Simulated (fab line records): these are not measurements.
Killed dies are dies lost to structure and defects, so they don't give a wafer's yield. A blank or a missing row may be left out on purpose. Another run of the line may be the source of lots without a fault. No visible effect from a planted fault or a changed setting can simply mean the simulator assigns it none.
Chamber matching	flow n5 finfet	N5_BEOL_M2_ALD_98 on ald sin-03 has 4 sister chambers
The step deposits SiO2, target thk 2.5 nm, pulse time 1 s, co reactant pulse time 1 s. 4 wafers are shown with their chamber, then 9 later ones without.

## EACH WAFER AND ITS CHAMBER
wafer	chamber	heater power w (W)
L084.3	3	73
L086.1	1	63
L086.2	0	71
L086.4	2	81

## WAFERS MISSING THEIR CHAMBER
wafer	heater power w (W)
L087.1	80
L087.3	72
L087.6	80
L093.4	72
L093.5	63
L093.6	81
L094.1	72
L094.3	74
L094.5	66

## EACH ONE'S CHAMBER
wafer	from the rows above	in truth
L087.1	2	2
L087.3	can't be placed: 0 or 3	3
L087.6	2	2
L093.4	can't be placed: 0 or 3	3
L093.5	1	1
L093.6	2	2
L094.1	can't be placed: 0 or 3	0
L094.3	can't be placed: 3 or 0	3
L094.5	can't be placed: 1 or 0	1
4 of 9 placed correctly. Cannot be placed on the basis of these rows: 5; the candidates contain the true chamber in 5. 0 placed wrongly.
How it was worked out, from the rows above alone: a wafer's distance from a chamber is the root of the sum, over the readings, of the square of ((its reading less the chamber's mean) divided by the reading's scatter). If the next closest chamber is less than 2 further off than the closest, the wafer can't be placed; otherwise it belongs to the closest. For every chamber, the mean is computed from those of its wafers that are shown. The scatter (one wafer shown for each chamber): square how far every hidden wafer sits from the nearest shown wafer, average those squares and take the square root.
